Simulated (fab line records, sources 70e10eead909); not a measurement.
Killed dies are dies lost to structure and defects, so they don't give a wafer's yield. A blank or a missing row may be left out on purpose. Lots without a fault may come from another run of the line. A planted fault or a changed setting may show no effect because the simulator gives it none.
A struck lot beside a sound one | flow nand_harc | 14 steps out of a route of 1302
Sound: wafers L153.1, L153.2, L153.3. Struck: wafers L159.2, L159.4, L159.5. The cause comes at the end.
At each step with rows: each side's tool, then ch and its chambers, then its first start. Under that, the readings that differ: sound wafers | struck wafers | difference of the means | sigmas: that difference in standard deviations of wafers without a fault.
alike: readings whose means differ by less than 2 such deviations, and words and numbers that are the same on both sides. not compared: withheld readings, readings that some wafer has no value for, bounds like >300 that may hide the same value, and numbers for which the record gives no deviation and whose values overlap.
The two part at a step that has a row with sigmas, a row that says differs or no value, or rows on one side only. Numbers that don't overlap but have no deviation are shown without sigmas and don't part them. A reading that every wafer of one side lacks parts them only if that side has two wafers or more.

NHARC_A_DECK1_JOINT_CMP_02: polishes SiOx.
  sound on cmp-02 ch 1,2,3, day 14 10:20; struck on cmp-02 ch 2,3, day 16 17:07
  alike: motor_current_A
then, 1 step without rows for these wafers: NHARC_A_DECK1_JOINT_SRD_15.
NHARC_A_DECK1_JOINT_DEP_16: deposits SiO2, target thk 45 nm.
  sound on pecvd-03 ch 0,1,2, day 14 10:43; struck on pecvd-02 ch 1,2, day 16 17:31
  alike: heater_power_w, susceptor_temp_C, throttle_valve_pct
NHARC_A_DECK1_JOINT_THK_MEAS_17: measures by ellipsometry.
  sound on film_metro-02, day 14 11:00; struck on film_metro-01, day 16 17:48
  alike: thk_nm
NHARC_A_DECK1_JOINT_INSPECT_05:
  sound on defect_inspect-01, day 14 11:02; struck on defect_inspect-02, day 16 17:50
  alike: raw_defect_count
then, 1 step without rows for these wafers: NHARC_A_ONON_D2_DEP_00 (target thk 1000 nm).
NHARC_A_ONON_D2_THK_MEAS_02: measures by ellipsometry.
  sound on film_metro-01, day 14 11:37; struck on film_metro-01, day 16 18:25
  reading     | sound       | struck         | difference | sigmas
  thk_nm (nm) | 988 989 988 | 1016 1018 1016 | +28        | +3
then, 1 step without rows for these wafers: NHARC_A_ONON_D2_DEP_03 (target thk 1000 nm).
NHARC_A_ONON_D2_THK_MEAS_05: measures by ellipsometry.
  sound on film_metro-02, day 14 12:10; struck on film_metro-01, day 16 18:59
  reading     | sound       | struck         | difference | sigmas
  thk_nm (nm) | 985 988 987 | 1007 1010 1007 | +21        | +2
then, 1 step without rows for these wafers: NHARC_A_ONON_D2_DEP_06 (target thk 1000 nm).
NHARC_A_ONON_D2_THK_MEAS_08: measures by ellipsometry.
  sound on film_metro-01, day 14 12:44; struck on film_metro-01, day 16 19:33
  alike: thk_nm
NHARC_A_ONON_D2_DEP_09: target thk 1000 nm.
  sound on pecvd_onon-02 ch 0, day 14 12:48; struck on pecvd_onon-02 ch 0, day 16 19:40
  alike: n2_flow_sccm, susceptor_temp_C
NHARC_A_ONON_D2_THK_MEAS_11: measures by ellipsometry.
  sound on film_metro-02, day 14 13:19; struck on film_metro-01, day 16 20:17
  reading     | sound         | struck         | difference | sigmas
  thk_nm (nm) | 999 1000 1000 | 1469 1469 1467 | +469       | +59
  not compared: hold
NHARC_END_SORT_01:
  the record has rows for the sound wafers here (prober-01 ch 0, day 27 04:14) and none for the struck ones

WHERE THEY PART
First at NHARC_A_ONON_D2_THK_MEAS_02; last, within this record, at NHARC_END_SORT_01.

WHY: what the simulator had put in
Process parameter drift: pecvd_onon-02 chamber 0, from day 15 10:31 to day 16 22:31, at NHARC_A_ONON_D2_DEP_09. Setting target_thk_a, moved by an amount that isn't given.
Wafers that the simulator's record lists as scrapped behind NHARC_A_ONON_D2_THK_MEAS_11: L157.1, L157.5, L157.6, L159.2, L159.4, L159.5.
